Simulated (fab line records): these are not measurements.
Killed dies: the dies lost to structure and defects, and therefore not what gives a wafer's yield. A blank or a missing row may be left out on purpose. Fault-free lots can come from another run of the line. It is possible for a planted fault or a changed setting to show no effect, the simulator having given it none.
Which tool did it? / flow n5_finfet / Sampling: 8 lots, 24 wafers, 8 of 1938 route steps

WHAT THE GAUGES SHOWED, per wafer
N5_SD_EPI_N_INSPECT_26: inspects for defects (darkfield).
lot=L889; measured=day 3 07:38; on=defect_inspect-01; raw_defect_count=221 169 274
lot=L895; measured=day 4 20:32; on=defect_inspect-02; raw_defect_count=780 890 932
lot=L896; measured=day 5 04:43; on=defect_inspect-01; raw_defect_count=753 786 759
lot=L904; measured=day 6 23:40; on=defect_inspect-01; raw_defect_count=209 241 302
lot=L907; measured=day 7 16:50; on=defect_inspect-01; raw_defect_count=233 225 247
lot=L909; measured=day 8 08:02; on=defect_inspect-01; raw_defect_count=202 316 257
lot=L910; measured=day 8 15:50; on=defect_inspect-02; raw_defect_count=187 214 222
lot=L911; measured=day 8 17:02; on=defect_inspect-01; raw_defect_count=209 198 201

N5_SD_EPI_P_INSPECT_11: inspects for defects (macro).
lot=L889; measured=day 3 08:05; on=defect_inspect-01; raw_defect_count=2 1 2
lot=L895; measured=day 4 20:59; on=defect_inspect-01; raw_defect_count=>300 >300 >300
lot=L896; measured=day 5 05:02; on=defect_inspect-01; raw_defect_count=>300 >300 >300
lot=L904; measured=day 6 23:59; on=defect_inspect-02; raw_defect_count=3 1 0
lot=L907; measured=day 7 17:17; on=defect_inspect-01; raw_defect_count=3 2 2
lot=L909; measured=day 8 08:29; on=defect_inspect-01; raw_defect_count=3 3 3
lot=L910; measured=day 8 16:17; on=defect_inspect-02; raw_defect_count=1 1 2
lot=L911; measured=day 8 17:29; on=defect_inspect-02; raw_defect_count=2 3 2

N5_SD_EPI_P_INSPECT_26: inspects for defects (darkfield).
lot=L889; measured=day 3 11:50; on=defect_inspect-02; raw_defect_count=189 148 215
lot=L895; measured=day 5 01:35; on=defect_inspect-02; raw_defect_count=761 812 888
lot=L896; measured=day 5 09:05; on=defect_inspect-01; raw_defect_count=738 754 738
lot=L904; measured=day 7 04:36; on=defect_inspect-01; raw_defect_count=155 176 190
lot=L907; measured=day 7 21:02; on=defect_inspect-02; raw_defect_count=162 190 164
lot=L909; measured=day 8 13:04; on=defect_inspect-01; raw_defect_count=185 228 249
lot=L910; measured=day 8 20:02; on=defect_inspect-01; raw_defect_count=158 184 222
lot=L911; measured=day 8 21:31; on=defect_inspect-01; raw_defect_count=177 188 208

N5_BEOL_M4_RC_MEAS_101.
lot=L889; measured=day 12 07:17; on=prober-01; DIBL_N (mV/V)=36.6 38.5 40.1; DIBL_P (mV/V)=36.6 38.0 42.1; IOFF_N (nA/um)=0.17 0.20 0.26; IOFF_P (nA/um)=0.24 0.25 0.36; ION_N (uA/um)=669 675 688; ION_P (uA/um)=464 460 471; SS_N (mV/dec)=72.1 72.3 72.8; SS_P (mV/dec)=72.7 73.1 73.9; VT_N (mV)=249 248 243; VT_P (mV)=-245 -243 -241
lot=L895; measured=day 13 17:27; on=prober-01; DIBL_N (mV/V)=38.0 36.3 39.2; DIBL_P (mV/V)=39.8 37.5 41.1; IOFF_N (nA/um)=0.20 0.16 0.23; IOFF_P (nA/um)=0.25 0.21 0.26; ION_N (uA/um)=684 684 700; ION_P (uA/um)=466 469 471; SS_N (mV/dec)=72.1 72.1 72.5; SS_P (mV/dec)=75.0 73.8 75.4; VT_N (mV)=244 252 245; VT_P (mV)=-250 -249 -248
lot=L896; measured=day 13 10:34; on=prober-01; DIBL_N (mV/V)=40.2 39.1 38.9; DIBL_P (mV/V)=40.8 39.3 38.2; IOFF_N (nA/um)=0.22 0.21 0.19; IOFF_P (nA/um)=0.27 0.24 0.22; ION_N (uA/um)=673 687 662; ION_P (uA/um)=456 465 449; SS_N (mV/dec)=72.8 72.5 71.9; SS_P (mV/dec)=74.5 73.8 73.5; VT_N (mV)=246 247 251; VT_P (mV)=-248 -248 -251
lot=L904; measured=day 15 08:53; on=prober-01; DIBL_N (mV/V)=40.9 37.4 37.9; DIBL_P (mV/V)=40.7 36.3 36.6; IOFF_N (nA/um)=0.22 0.16 0.16; IOFF_P (nA/um)=0.30 0.22 0.22; ION_N (uA/um)=692 676 679; ION_P (uA/um)=477 468 471; SS_N (mV/dec)=72.4 71.1 71.7; SS_P (mV/dec)=74.6 73.8 73.2; VT_N (mV)=244 248 250; VT_P (mV)=-242 -250 -249
lot=L907; measured=day 16 00:22; on=prober-01; DIBL_N (mV/V)=38.0 37.0 39.6; DIBL_P (mV/V)=36.7 35.4 38.5; IOFF_N (nA/um)=0.18 0.16 0.20; IOFF_P (nA/um)=0.22 0.20 0.24; ION_N (uA/um)=665 677 681; ION_P (uA/um)=457 462 463; SS_N (mV/dec)=71.2 71.2 72.0; SS_P (mV/dec)=73.7 73.1 74.4; VT_N (mV)=248 248 246; VT_P (mV)=-250 -249 -251
lot=L909; measured=day 17 01:41; on=prober-01; DIBL_N (mV/V)=38.0 33.6 35.8; DIBL_P (mV/V)=40.6 34.2 36.5; IOFF_N (nA/um)=0.18 0.11 0.15; IOFF_P (nA/um)=0.23 0.14 0.17; ION_N (uA/um)=686 645 675; ION_P (uA/um)=471 444 454; SS_N (mV/dec)=72.0 71.2 71.7; SS_P (mV/dec)=73.7 71.8 73.3; VT_N (mV)=247 256 251; VT_P (mV)=-252 -253 -256
lot=L910; measured=day 17 01:52; on=prober-02; DIBL_N (mV/V)=38.5 35.3 36.5; DIBL_P (mV/V)=36.9 35.0 36.6; IOFF_N (nA/um)=0.20 0.15 0.15; IOFF_P (nA/um)=0.21 0.19 0.20; ION_N (uA/um)=681 682 671; ION_P (uA/um)=464 464 457; SS_N (mV/dec)=72.8 71.3 71.7; SS_P (mV/dec)=73.6 73.6 73.2; VT_N (mV)=247 248 251; VT_P (mV)=-249 -249 -249
lot=L911; measured=day 17 05:06; on=prober-02; DIBL_N (mV/V)=39.4 36.0 38.5; DIBL_P (mV/V)=38.3 34.0 39.8; IOFF_N (nA/um)=0.22 0.17 0.22; IOFF_P (nA/um)=0.26 0.19 0.30; ION_N (uA/um)=685 680 688; ION_P (uA/um)=469 459 471; SS_N (mV/dec)=73.2 71.6 71.4; SS_P (mV/dec)=73.9 72.8 73.6; VT_N (mV)=245 249 244; VT_P (mV)=-247 -251 -246

EACH LOT AND THE TOOL THAT RAN IT (in order: tool; ch and the chambers of the sampled wafers; start)
lot=L889; N5_SD_EPI_N_DESCUM_14=rie_diel-01 ch 1,2,3, day 3 03:40; N5_SD_EPI_N_ETCH_16=rie_diel-01 ch 1,2,3, day 3 04:16; N5_SD_EPI_N_PRECLEAN_49=remote_plasma-02 ch 1, day 3 07:14; N5_SD_EPI_P_DESCUM_14=rie_diel-03 ch 0,1, day 3 08:07
lot=L895; N5_SD_EPI_N_DESCUM_14=rie_diel-05 ch 0,3, day 4 16:22; N5_SD_EPI_N_ETCH_16=rie_diel-05 ch 0,3, day 4 16:59; N5_SD_EPI_N_PRECLEAN_49=remote_plasma-02 ch 0, day 4 19:53; N5_SD_EPI_P_DESCUM_14=rie_diel-02 ch 0,2,3, day 4 21:02
lot=L896; N5_SD_EPI_N_DESCUM_14=rie_diel-01 ch 0,1,3, day 4 23:37; N5_SD_EPI_N_ETCH_16=rie_diel-01 ch 0,1,3, day 5 00:13; N5_SD_EPI_N_PRECLEAN_49=remote_plasma-02 ch 1, day 5 03:15; N5_SD_EPI_P_DESCUM_14=rie_diel-06 ch 0,3, day 5 05:22
lot=L904; N5_SD_EPI_N_DESCUM_14=rie_diel-01 ch 2,3, day 6 19:31; N5_SD_EPI_N_ETCH_16=rie_diel-01 ch 2,3, day 6 20:08; N5_SD_EPI_N_PRECLEAN_49=remote_plasma-01 ch 0, day 6 23:01; N5_SD_EPI_P_DESCUM_14=rie_diel-02 ch 0,2,3, day 7 00:01
lot=L907; N5_SD_EPI_N_DESCUM_14=rie_diel-05 ch 0,2,3, day 7 12:01; N5_SD_EPI_N_ETCH_16=rie_diel-05 ch 0,2,3, day 7 12:38; N5_SD_EPI_N_PRECLEAN_49=remote_plasma-01 ch 0, day 7 16:19; N5_SD_EPI_P_DESCUM_14=rie_diel-03 ch 0,1,2, day 7 17:19
lot=L909; N5_SD_EPI_N_DESCUM_14=rie_diel-01 ch 0,1,3, day 8 03:13; N5_SD_EPI_N_ETCH_16=rie_diel-01 ch 0,1,3, day 8 03:50; N5_SD_EPI_N_PRECLEAN_49=remote_plasma-02 ch 1, day 8 07:28; N5_SD_EPI_P_DESCUM_14=rie_diel-03 ch 1,2,3, day 8 08:31
lot=L910; N5_SD_EPI_N_DESCUM_14=rie_diel-05 ch 1,3, day 8 11:50; N5_SD_EPI_N_ETCH_16=rie_diel-05 ch 1,3, day 8 12:27; N5_SD_EPI_N_PRECLEAN_49=remote_plasma-02 ch 1, day 8 15:20; N5_SD_EPI_P_DESCUM_14=rie_diel-06 ch 0,2, day 8 16:20
lot=L911; N5_SD_EPI_N_DESCUM_14=rie_diel-05 ch 1,2, day 8 13:03; N5_SD_EPI_N_ETCH_16=rie_diel-05 ch 1,2, day 8 13:40; N5_SD_EPI_N_PRECLEAN_49=remote_plasma-01 ch 1, day 8 16:35; N5_SD_EPI_P_DESCUM_14=rie_diel-03 ch 1,2,3, day 8 17:47
- N5_SD_EPI_N_DESCUM_14: chemistry O2, time 7.9 s.
- N5_SD_EPI_N_ETCH_16: etches SiO2 in CHF3/O2, target depth 5 nm.
- N5_SD_EPI_N_PRECLEAN_49: cleans in NF3:NH3, afs cycles 1, time 20 s, sublimation time 60 s.
- N5_SD_EPI_P_DESCUM_14: chemistry O2, time 7.9 s.

AS READ BY THE TOOLS THEMSELVES (means over the sampled wafers that have a number; for cases with no such wafer, the mark the record gives instead)
N5_SD_EPI_N_DESCUM_14.
lot=L889; tool=rie_diel-01; drypump_motor_current_A (A)=5.9; oes_product_au (a.u.)=0.76; rf_vpp_V (V)=242.5; showerhead_plenum_p_Torr (Torr)=2.10; throttle_valve_pct (%)=20.35
lot=L895; tool=rie_diel-05; drypump_motor_current_A (A)=6.0; oes_product_au (a.u.)=0.81; rf_vpp_V (V)=243.8; showerhead_plenum_p_Torr (Torr)=2.15; throttle_valve_pct (%)=20.25
lot=L896; tool=rie_diel-01; drypump_motor_current_A (A)=6.2; oes_product_au (a.u.)=0.78; rf_vpp_V (V)=243.9; showerhead_plenum_p_Torr (Torr)=2.14; throttle_valve_pct (%)=20.40
lot=L904; tool=rie_diel-01; drypump_motor_current_A (A)=6.1; oes_product_au (a.u.)=0.76; rf_vpp_V (V)=243.7; showerhead_plenum_p_Torr (Torr)=2.09; throttle_valve_pct (%)=20.16
lot=L907; tool=rie_diel-05; drypump_motor_current_A (A)=6.0; oes_product_au (a.u.)=0.87; rf_vpp_V (V)=245.0; showerhead_plenum_p_Torr (Torr)=2.20; throttle_valve_pct (%)=20.16
lot=L909; tool=rie_diel-01; drypump_motor_current_A (A)=6.2; oes_product_au (a.u.)=0.76; rf_vpp_V (V)=243.6; showerhead_plenum_p_Torr (Torr)=2.13; throttle_valve_pct (%)=20.44
lot=L910; tool=rie_diel-05; drypump_motor_current_A (A)=6.3; oes_product_au (a.u.)=0.92; rf_vpp_V (V)=245.3; showerhead_plenum_p_Torr (Torr)=2.24; throttle_valve_pct (%)=20.50
lot=L911; tool=rie_diel-05; drypump_motor_current_A (A)=5.9; oes_product_au (a.u.)=0.89; rf_vpp_V (V)=243.8; showerhead_plenum_p_Torr (Torr)=2.14; throttle_valve_pct (%)=20.22

N5_SD_EPI_N_ETCH_16.
lot=L889; tool=rie_diel-01; drypump_motor_current_A (A)=5.9; oes_o_777_au (a.u.)=0.73; oes_product_au (a.u.)=0.76; rf_vpp_V (V)=534; showerhead_plenum_p_Torr (Torr)=2.40; throttle_valve_pct (%)=18.77
lot=L895; tool=rie_diel-05; drypump_motor_current_A (A)=6.0; oes_o_777_au (a.u.)=0.85; oes_product_au (a.u.)=0.82; rf_vpp_V (V)=511; showerhead_plenum_p_Torr (Torr)=2.46; throttle_valve_pct (%)=18.70
lot=L896; tool=rie_diel-01; drypump_motor_current_A (A)=6.2; oes_o_777_au (a.u.)=0.76; oes_product_au (a.u.)=0.76; rf_vpp_V (V)=528; showerhead_plenum_p_Torr (Torr)=2.45; throttle_valve_pct (%)=18.84
lot=L904; tool=rie_diel-01; drypump_motor_current_A (A)=6.1; oes_o_777_au (a.u.)=0.73; oes_product_au (a.u.)=0.74; rf_vpp_V (V)=536; showerhead_plenum_p_Torr (Torr)=2.40; throttle_valve_pct (%)=18.67
lot=L907; tool=rie_diel-05; drypump_motor_current_A (A)=6.0; oes_o_777_au (a.u.)=0.90; oes_product_au (a.u.)=0.88; rf_vpp_V (V)=519; showerhead_plenum_p_Torr (Torr)=2.52; throttle_valve_pct (%)=18.61
lot=L909; tool=rie_diel-01; drypump_motor_current_A (A)=6.2; oes_o_777_au (a.u.)=0.74; oes_product_au (a.u.)=0.75; rf_vpp_V (V)=527; showerhead_plenum_p_Torr (Torr)=2.44; throttle_valve_pct (%)=18.89
lot=L910; tool=rie_diel-05; drypump_motor_current_A (A)=6.3; oes_o_777_au (a.u.)=0.91; oes_product_au (a.u.)=0.92; rf_vpp_V (V)=545; showerhead_plenum_p_Torr (Torr)=2.56; throttle_valve_pct (%)=18.85
lot=L911; tool=rie_diel-05; drypump_motor_current_A (A)=5.9; oes_o_777_au (a.u.)=0.87; oes_product_au (a.u.)=0.89; rf_vpp_V (V)=534; showerhead_plenum_p_Torr (Torr)=2.47; throttle_valve_pct (%)=18.71

N5_SD_EPI_P_DESCUM_14.
lot=L889; tool=rie_diel-03; drypump_motor_current_A (A)=5.7; oes_product_au (a.u.)=0.73; rf_vpp_V (V)=244.0; showerhead_plenum_p_Torr (Torr)=2.13; throttle_valve_pct (%)=20.4
lot=L895; tool=rie_diel-02; drypump_motor_current_A (A)=5.7; oes_product_au (a.u.)=0.84; rf_vpp_V (V)=243.6; showerhead_plenum_p_Torr (Torr)=2.09; throttle_valve_pct (%)=20.3
lot=L896; tool=rie_diel-06; drypump_motor_current_A (A)=5.5; oes_product_au (a.u.)=0.69; rf_vpp_V (V)=241.6; showerhead_plenum_p_Torr (Torr)=1.99; throttle_valve_pct (%)=20.6
lot=L904; tool=rie_diel-02; drypump_motor_current_A (A)=5.7; oes_product_au (a.u.)=0.82; rf_vpp_V (V)=244.1; showerhead_plenum_p_Torr (Torr)=2.09; throttle_valve_pct (%)=20.3
lot=L907; tool=rie_diel-03; drypump_motor_current_A (A)=5.7; oes_product_au (a.u.)=0.71; rf_vpp_V (V)=243.2; showerhead_plenum_p_Torr (Torr)=2.06; throttle_valve_pct (%)=20.4
lot=L909; tool=rie_diel-03; drypump_motor_current_A (A)=6.1; oes_product_au (a.u.)=0.73; rf_vpp_V (V)=242.7; showerhead_plenum_p_Torr (Torr)=2.08; throttle_valve_pct (%)=20.3
lot=L910; tool=rie_diel-06; drypump_motor_current_A (A)=5.8; oes_product_au (a.u.)=0.80; rf_vpp_V (V)=243.9; showerhead_plenum_p_Torr (Torr)=2.12; throttle_valve_pct (%)=20.0
lot=L911; tool=rie_diel-03; drypump_motor_current_A (A)=6.1; oes_product_au (a.u.)=0.73; rf_vpp_V (V)=242.3; showerhead_plenum_p_Torr (Torr)=2.08; throttle_valve_pct (%)=20.3

THE ANSWER, worked out from the rows above alone
Rule: usual is defined by the lots themselves. The widest of any qualifying gaps counts: lots, ordered by their means at a reading, are off when they make up no more than a third of the lots, leave a main group of 4 or more, and stand apart from it by 3 or more times the standard deviation of that group's means. The tables above print the reading to a certain number of digits; a main group whose means all agree to those digits is not used. Also off: a lot with no number at a reading for which 4 or more lots have one. All remaining lots with rows at the step are treated as sound. After the gauges, taken in route order, come the tools' own readings; for these a lot's mean is taken, as printed above. The first step at which some lot is off is used, and at that step the reading that is off furthest; a lot without a number counts as furthest.
Off: L895, L896, at N5_SD_EPI_N_INSPECT_26 (raw_defect_count). Main group: mean 229, sd 21.
If a tool, at a process step before that reading, ran all the lots that are off and no sound lot after the first of them, it fits. The gauges at N5_SD_EPI_N_INSPECT_26 are tried like those tools. None of those tried fits.

WHAT THE SIMULATOR PUT IN
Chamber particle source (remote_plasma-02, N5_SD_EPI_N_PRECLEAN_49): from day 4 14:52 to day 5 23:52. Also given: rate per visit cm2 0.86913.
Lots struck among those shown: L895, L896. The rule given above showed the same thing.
